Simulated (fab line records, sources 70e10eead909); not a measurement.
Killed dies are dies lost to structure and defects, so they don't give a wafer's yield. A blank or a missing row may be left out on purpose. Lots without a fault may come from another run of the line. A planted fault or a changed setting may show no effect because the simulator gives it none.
fab line records | flow nand_harc | part 2 of 2: steps 23 to 31 of 31
record lots=5 wafers=15 last_day=23
route steps=1159 shown A_CHANNEL_HOLE_D1@477 A_CHANNEL_FILL_D1@490
lots that met no fault: from a run of the same line without faults
start_h: hours from the record's first day to the start of the lot's first wafer shown | wait_h: hours since the lot's step before | " the same as in the row above | L1.1+2: a row that stands for several wafers | - no value, or no start given | * or withheld: withheld | < > ~ a bound
route shown NAME@n: a module of which the file shows steps, and the number in the route of the first | usual: mean/standard deviation of fault-free wafers | same: alike in all rows | chamber/n: place in a boat | sites: the reading at each site | _std_site: their standard deviation | _edge_site: outer sites' mean less inner sites' | radius_mm: how far each site lies from the wafer's centre | mask NAME#n: copy n | behind: the tool/chamber that last shaped the wafer | hold: why the lot was held/for how many hours/how that ended | device: the transistor (n, p or np) that didn't switch | end of line: the same wafers' tests at the end of the route | a step without rows: its recipe alone | killed: dies lost to structure and defects at the first sort, not the wafer's yield | map: a wafer's dies, x killed, . not, _ none there
set.NAME: the setting as run; set.NAME@STEP: as run at that earlier step | model.NAME: the simulator's own value behind a step, which no gauge read
lots at some steps of the route; a table a step, a row a wafer
services: from which hour (start_h, from the record's first day; less than 0 if before it) a tool's chamber was out of use, for how many hours, and why
## steps
# step NHARC_A_CHANNEL_FILL_D1_ETCHBACK_19
# recipe target_depth_a=50 time_s=1.7 hbr_flow_sccm=150 cl2_flow_sccm=50 rf_w=400 icp_w=400 bias_w=100 chemistry=HBr/Cl2
# usual drypump_motor_current_A=5.7/0.37 oes_product_au=0.998/0.013 throttle_valve_pct=26.404/0.0092
# columns lot.wafer tool chamber start_h wait_h drypump_motor_current_A oes_product_au rf_hours_counter_h throttle_valve_pct
L075.1 rie_si-03 1 219.71 0.4 5.4 1.016 0.5 26.388
L075.4 " 0 " " 5.2 0.998 0.4 26.398
L075.6 " 1 " " 5.4 1.014 - 26.407
L076.3 rie_si-04 1 228.19 0.4 5.3 1.013 1.1 26.416
L076.1 " 2 " " 5.6 0.999 1.1 26.415
L076.6 " 0 " " 6.3 1.024 - 26.387
L088.1 rie_si-04 1 302.84 0.4 5.3 0.987 0.1 26.410
L088.4 " 3 " " 5.5 0.989 0.1 26.403
L088.5 " 2 " " 5.6 1.002 - 26.418
L090.2 rie_si-03 3 302.86 0.4 5.9 0.990 1.2 26.404
L090.4 " 0 " " 5.2 1.013 1.1 26.403
L090.5 " 2 " " 6.4 1.007 - 26.391
L089.3 rie_si-05 2 307.30 0.4 5.9 0.977 0.5 26.398
L089.4 " 0 " " 5.6 0.978 0.5 26.405
L089.6 " 2 " " 5.9 0.966 - 26.407
# step NHARC_A_CHANNEL_FILL_D1_ETCHBACK_20
# recipe target_depth_a=270 time_s=13.5 c4f8_flow_sccm=withheld o2_flow_sccm=8 ar_flow_sccm=withheld rf_w=600 bias_w=1500 chemistry=C4F8/O2/Ar
# usual oes_product_au=0.96/0.038 rf_vpp_V=980/6.3
# columns lot.wafer tool chamber start_h wait_h oes_product_au rf_hours_counter_h rf_vpp_V
L075.1 rie_diel-09 1 219.90 - 0.99 3 989
L075.4 " 2 " " 1.01 3 987
L075.6 " 0 " " 1.01 - 978
L076.1 rie_diel-09 1 228.34 - 0.92 3 988
L076.3 " 3 " " 0.92 4 976
L076.6 " 1 " " 0.91 - 989
L090.4 rie_diel-01 2 302.98 - 0.91 5 974
L090.2 " 3 " " 0.94 6 971
L090.5 " 1 " " 0.92 - 980
L088.1 rie_diel-09 2 302.98 - 1.01 1 986
L088.4 " 3 " " 0.99 1 975
L088.5 " 1 " " 0.99 - 989
L089.4 rie_diel-01 0 307.43 - 0.93 6 987
L089.3 " 3 " " 0.93 6 971
L089.6 " 0 " " 0.92 - 987
# step NHARC_A_CHANNEL_FILL_D1_STRIP_28
# recipe time_s=20 o2_flow_sccm=500 ar_flow_sccm=0 bias_w=0 chemistry=O2
# usual drypump_motor_current_A=5.7/0.41 oes_product_au=1.000/0.013 rf_vpp_V=57.8/0.9 showerhead_plenum_p_Torr=3.56/0.16 throttle_valve_pct=17.036/0.0082
# columns lot.wafer tool chamber start_h wait_h drypump_motor_current_A oes_product_au rf_hours_counter_h rf_vpp_V showerhead_plenum_p_Torr throttle_valve_pct
L075.1 rie_diel-09 3 219.99 0.1 6.0 1.000 3 57.6 3.43 17.043
L075.4 " 1 " " 5.0 0.996 3 57.4 3.79 17.030
L075.6 " 2 " " 5.9 1.024 - 57.3 3.75 17.024
L076.1 rie_diel-09 1 228.43 0.1 5.0 1.000 3 57.1 3.79 17.039
L076.3 " 3 " " 6.1 1.003 4 59.3 3.43 17.046
L076.6 " 2 " " 5.9 1.008 - 57.9 3.75 17.040
L088.4 rie_diel-09 1 303.07 0.1 5.0 0.991 1 58.7 3.79 17.033
L088.1 " 2 " " 5.9 1.025 1 56.6 3.75 17.025
L088.5 " 2 " " 5.9 1.025 - 57.9 3.75 17.014
L090.4 rie_diel-01 1 303.07 0.1 5.4 1.013 6 57.6 3.58 17.045
L090.2 " 2 " " 5.4 0.973 5 59.0 3.45 17.052
L090.5 " 3 " " 6.2 1.009 - 55.0 3.34 17.042
L089.3 rie_diel-01 2 307.52 0.1 5.5 0.975 5 58.3 3.45 17.035
L089.4 " 3 " " 6.2 1.017 6 57.5 3.34 17.023
L089.6 " 1 " " 5.4 0.997 - 58.3 3.58 17.029
# step NHARC_A_CHANNEL_FILL_D1_PRECLEAN_21
# recipe time_s=30 chemistry=dHF
# columns lot.wafer tool chamber start_h wait_h
L075.4+1+6 wet_bench-03 0,1,4 220.09 -
L076.1+6+3 wet_bench-02 2,5,7 228.52 -
L088.5+1+4 wet_bench-02 4,5,0 303.18 -
L090.2+4+5 wet_bench-03 2,5,6 303.19 -
L089.6+3+4 wet_bench-05 4,7,1 307.62 -
# step NHARC_A_CHANNEL_FILL_D1_SRD_23
# columns lot.wafer tool chamber start_h wait_h
L075.4+1+6 wet_bench-03 0,1,4 220.11 0.0
L076.1+6+3 wet_bench-02 2,5,7 228.55 0.0
L090.2+4+5 wet_bench-03 2,5,6 303.23 0.0
L088.5+1+4 wet_bench-02 4,5,0 303.24 0.0
L089.6+3+4 wet_bench-05 4,7,1 307.64 0.0
# step NHARC_A_CHANNEL_FILL_D1_CVD_05
# recipe target_thk_a=50 temp_c=550 material=poly-Si
# usual spike_tc_bottom_C=575.6/1.7
# columns lot.wafer tool chamber start_h wait_h spike_tc_bottom_C
L075.1 lpcvd_poly-01 0 222.33 2.2 576.4
L075.4 " 0 " " 576.1
L075.6 " 0 " " 578.6
L076.1 lpcvd_poly-02 0 230.94 2.4 575.0
L076.3 " 0 " " 575.2
L076.6 " 0 " " 576.4
L088.1 lpcvd_poly-01 0 305.49 2.2 578.8
L088.4 " 0 " " 575.8
L088.5 " 0 " " 575.3
L090.2 lpcvd_poly-01 0 305.49 2.3 578.5
L090.4 " 0 " " 576.3
L090.5 " 0 " " 576.0
L089.3 lpcvd_poly-04 0 310.07 2.4 572.7
L089.4 " 0 " " 571.7
L089.6 " 0 " " 573.9
# step NHARC_A_CHANNEL_FILL_D1_ANNEAL_22
# recipe temp_c=620 time_s=7200
# usual spike_tc_bottom_C=639.3/1
# columns lot.wafer tool chamber start_h wait_h spike_tc_bottom_C
L075.1 furnace-07 0 227.42 3.3 638.8
L075.4 " 0 " " 638.9
L075.6 " 0 " " 638.5
L076.1 furnace-05 0 236.08 3.3 639.5
L076.3 " 0 " " 639.0
L076.6 " 0 " " 639.5
L088.1 furnace-05 0 310.60 3.3 638.3
L088.4 " 0 " " 638.9
L088.5 " 0 " " 639.8
L090.2 furnace-05 0 310.60 3.3 638.5
L090.4 " 0 " " 638.5
L090.5 " 0 " " 640.6
L089.3 furnace-05 0 315.15 3.3 639.7
L089.4 " 0 " " 640.4
L089.6 " 0 " " 640.3
# step NHARC_A_CHANNEL_FILL_D1_ALD_25
# recipe target_thk_a=600 pulse_time_s=10 ald_cycles=600 temp_c=300 material=SiOx
# usual heater_power_outer_w=249/29 heater_power_w=450/47 precursor_pulse_height_rel=0.999/0.021
# columns lot.wafer tool chamber start_h wait_h heater_power_outer_w heater_power_w precursor_pulse_height_rel
L075.4 ald_hk-04 0 231.90 0.5 254 476 0.980
L075.1 " 1 " " 253 445 0.976
L075.6 " 1 234.95 3.5 257 447 1.022
L076.3 ald_hk-02 3 242.24 2.2 205 381 0.972
L076.1 " 0 " " 221 389 1.056
L076.6 " 3 244.71 4.6 201 380 0.989
L088.1 ald_hk-04 2 314.62 0.1 240 381 0.986
L088.4 " 1 316.47 1.9 264 460 1.020
L088.5 " 2 " " 229 383 0.991
L090.2 ald_hk-03 2 315.65 1.1 283 484 0.991
L090.4 " 3 " " 268 499 0.985
L090.5 " 2 318.10 3.5 273 489 0.994
L089.3 ald_hk-04 3 319.26 0.1 265 503 1.001
L089.4 " 2 321.09 1.9 235 384 1.000
L089.6 " 3 " " 269 518 0.992
# step NHARC_A_CHANNEL_FILL_D1_ETCHBACK_08
# recipe target_depth_a=2200 time_s=110 c4f8_flow_sccm=20 ar_flow_sccm=withheld rf_w=600 bias_w=300 chemistry=C4F8
# usual oes_product_au=0.96/0.037 rf_vpp_V=442/3.1
# columns lot.wafer tool chamber start_h wait_h oes_product_au rf_hours_counter_h rf_vpp_V
L075.1 rie_diel-09 1 - - 0.91 3 446
L075.6 " 2 " " 0.94 - 444
L075.4 " 0 " " 0.93 - 442
L076.3 rie_diel-09 2 - - 0.94 4 445
L076.1 " 3 " " 0.93 4 439
L076.6 " 2 " " 0.93 - 445
L088.1 rie_diel-09 0 - - 0.92 1 440
L088.4 " 2 " " 0.94 1 445
L088.5 " 3 " " 0.92 - 439
L090.2 rie_diel-09 3 - - 0.98 1 439
L090.4 " 0 " " 0.98 1 440
L090.5 " 2 " " 1.00 - 445
L089.4 rie_diel-09 1 - - 0.99 1 447
L089.3 " 3 " " 0.98 1 440
L089.6 " 0 " " 0.98 - 442
## services
# columns tool chamber start_h hours kind
ald_hk-03 - 172.02 1.4 repair
rie_diel-10 - 176.50 9.0 pm
wet_bench-02 - 180.19 8.0 pm
ald_sin_batch-01 - 188.67 3.3 repair
ald_hk-04 - 191.66 10.0 pm
rie_diel-01 2 194.08 10.1 repair
wet_bench-05 - 196.80 8.0 pm
wet_bench-01 - 213.60 8.0 pm
ald_hk-04 - 214.52 1.6 repair
rie_diel-09 3 234.17 12.0 repair
rie_diel-09 - 254.10 9.0 pm
ald_hk-02 - 280.00 10.0 pm
rie_diel-09 0 280.28 6.6 repair
rie_diel-04 - 288.90 9.0 pm
rie_diel-10 - 294.21 0.8 repair
wet_bench-02 - 298.20 1.6 repair
wet_bench-06 - 305.60 8.0 pm
har_etch-01 - 308.55 17.0 pm
rie_diel-01 2 312.75 2.8 repair
rie_diel-01 - 314.80 9.0 pm
rie_diel-09 3 317.46 2.5 repair
rie_diel-04 3 319.01 4.9 repair
wet_bench-03 - 322.40 8.0 pm
ald_hk-03 - 323.28 10.0 pm
